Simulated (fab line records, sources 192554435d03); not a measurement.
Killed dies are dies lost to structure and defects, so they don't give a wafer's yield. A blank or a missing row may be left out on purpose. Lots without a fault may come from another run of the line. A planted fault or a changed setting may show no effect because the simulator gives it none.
One fault seen from 2 desks | flow n5_finfet | each desk has only its own numbers; what lay behind them comes last

THE TOOL OWNER'S DESK: pecvd-03
The tool's own readings at N5_FIN_SAQP_PECVD_47 (deposits a-Si from SiH4/He, target thk 45 nm, time 36.3 s): means of the sampled wafers that have a number, for each lot that ran on this tool. A lot is out of limits, marked OUT, if its mean lies more than 4 standard deviations from the usual mean; the brackets give that distance.
Columns: A = chamber_pressure_Torr at N5_FIN_SAQP_PECVD_47, usual 3.001 Torr; B = heater_power_w at N5_FIN_SAQP_PECVD_47, usual 839 W; C = run_length_s at N5_FIN_SAQP_PECVD_47, usual 72.8 s; D = showerhead_plenum_p_Torr at N5_FIN_SAQP_PECVD_47, usual 5.67 Torr; E = throttle_valve_pct at N5_FIN_SAQP_PECVD_47, usual 18.4 %
lot  | first seen here | A     | B   | C               | D    | E
L251 | day 2 01:36     | 3.001 | 836 | 72.9            | 5.66 | 18.4
L254 | day 2 16:52     | 3.004 | 868 | 73.4            | 5.66 | 19.2
L260 | day 4 04:34     | 2.999 | 859 | 72.9            | 5.65 | 18.6
L261 | day 4 09:13     | 3.000 | 770 | 72.7            | 5.63 | 17.5
L265 | day 5 09:47     | 3.004 | 870 | 64.0 (-17) OUT  | 5.67 | 18.8
L266 | day 5 16:50     | 3.000 | 782 | 68.4 (-8.4) OUT | 5.67 | 19.4
L267 | day 5 21:25     | 2.998 | 746 | 63.8 (-17) OUT  | 5.64 | 17.9
This desk's finding: out of limits on L265, L266, L267; first on L265, day 5 09:47 (run_length_s at N5_FIN_SAQP_PECVD_47). In limits: L251, L254, L260, L261.

THE METROLOGY DESK
What the gauges read, lot by lot, whatever tool the lot ran on: means of the sampled wafers that have a number. A lot is out of limits, marked OUT, if its mean lies more than 4 standard deviations from the usual mean; the brackets give that distance. Of its 12 readings 7 are shown: those that lie furthest out on some lot.
Columns: A = IOFF_N at N5_BEOL_M4_RC_MEAS_101, usual 0.17 nA/um; B = IOFF_P at N5_BEOL_M4_RC_MEAS_101, usual 0.22 nA/um; C = ION_N at N5_BEOL_M4_RC_MEAS_101, usual 672 uA/um; D = ION_P at N5_BEOL_M4_RC_MEAS_101, usual 461 uA/um; E = SS_P at N5_BEOL_M4_RC_MEAS_101, usual 73.4 mV/dec; F = VT_N at N5_BEOL_M4_RC_MEAS_101, usual 250 mV; G = VT_P at N5_BEOL_M4_RC_MEAS_101, usual -250 mV
lot  | first seen here | A    | B    | C   | D   | E    | F   | G
L251 | day 1 17:38     | 0.14 | 0.17 | 663 | 456 | 72.6 | 251 | -254
L252 | day 1 23:26     | 0.15 | 0.23 | 673 | 469 | 72.8 | 250 | -245
L254 | day 2 11:37     | 0.18 | 0.25 | 675 | 467 | 73.4 | 246 | -246
L255 | day 2 17:25     | 0.15 | 0.19 | 661 | 452 | 73.2 | 249 | -249
L258 | day 3 11:17     | 0.17 | 0.21 | 686 | 463 | 72.8 | 249 | -252
L260 | day 3 23:38     | 0.16 | 0.20 | 672 | 462 | 73.7 | 253 | -254
L261 | day 4 05:14     | 0.15 | 0.19 | 669 | 456 | 73.3 | 251 | -254
L265 | day 5 05:55     | 0.13 | 0.20 | 656 | 452 | 73.7 | 253 | -250
L266 | day 5 12:50     | 0.15 | 0.22 | 666 | 464 | 73.0 | 250 | -250
L267 | day 5 17:26     | 0.17 | 0.23 | 681 | 468 | 72.8 | 248 | -246
This desk's finding: nothing out of limits on any of the 10 lots.

PUT TOGETHER
The tool owner's desk could have raised an alarm at day 5 09:47, on L265, L266, L267.
The metrology desk saw nothing out of limits.
The metrology desk has L265, L266, L267 on record, within its limits.
Of the lots named, all ran N5_FIN_SAQP_PECVD_47 on pecvd-03.

WHAT THE SIMULATOR HAD PUT IN
Process parameter drift: pecvd-03, from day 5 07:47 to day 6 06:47, at N5_FIN_SAQP_PECVD_47. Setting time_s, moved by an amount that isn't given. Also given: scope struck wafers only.
Lots struck among those shown: L265, L266, L267.
Hours from the fault's start to each desk's first reading out of limits: the tool owner's desk, 2.
